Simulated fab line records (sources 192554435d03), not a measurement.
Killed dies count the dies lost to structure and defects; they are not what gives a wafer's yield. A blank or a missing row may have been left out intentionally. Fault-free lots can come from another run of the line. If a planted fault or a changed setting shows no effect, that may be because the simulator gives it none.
Which tool is to blame? | flow n5 finfet | route of 1938 steps, sampled at 1 step: 11 lots, 31 wafers

== WHAT THE GAUGES READ, wafer by wafer ==
N5_BEOL_M7_THK_MEAS_53: measures by xrf.
lot  | measured     | on            | M7_THK (nm)
L899 | day 13 14:01 | film metro-02 | 77.1 75.2 80.6
L898 | day 13 18:27 | film metro-02 | 78.4 80.4 76.2
L900 | day 13 21:17 | film metro-01 | 77.5 78.1
L902 | day 13 21:22 | film metro-01 | 74.9 74.6 81.2
L901 | day 13 21:54 | film metro-02 | 79.5 77.5 80.5
L912 | day 16 14:41 | film metro-01 | 75.2 78.3 74.8
L910 | day 16 22:55 | film metro-01 | 72.3 78.1 72.5
L913 | day 17 04:56 | film metro-02 | 75.6 79.8 77.5
L916 | day 18 00:04 | film metro-02 | 78.5 80.8
L917 | day 18 08:03 | film metro-02 | 80.6 82.0 78.9
L920 | day 18 23:19 | film metro-01 | 77.9 74.8 78.4

== TOOL THAT RAN EACH LOT (tool first, then ch and the chambers of the sampled wafers, then the start) ==
Before these readings, the record contains no process step.

== THE ANSWER, worked out from the rows above alone ==
Rule: what is usual is taken from the lots themselves. The widest of any qualifying gaps counts: lots, ordered by their means at a reading, are off when they make up no more than a third of the lots, leave a main group of 4 or more, and stand apart from it by 3 or more times the standard deviation of that group's means. If all means in a main group match to the digits the tables above print for the reading, that group is not used. A lot without any number at a reading at which 4 lots or more have one is off too. The other lots that the step has rows for count as sound.
No lot is off at any reading shown: from this, nothing can be told.

== WHAT THE SIMULATOR HAD PUT IN ==
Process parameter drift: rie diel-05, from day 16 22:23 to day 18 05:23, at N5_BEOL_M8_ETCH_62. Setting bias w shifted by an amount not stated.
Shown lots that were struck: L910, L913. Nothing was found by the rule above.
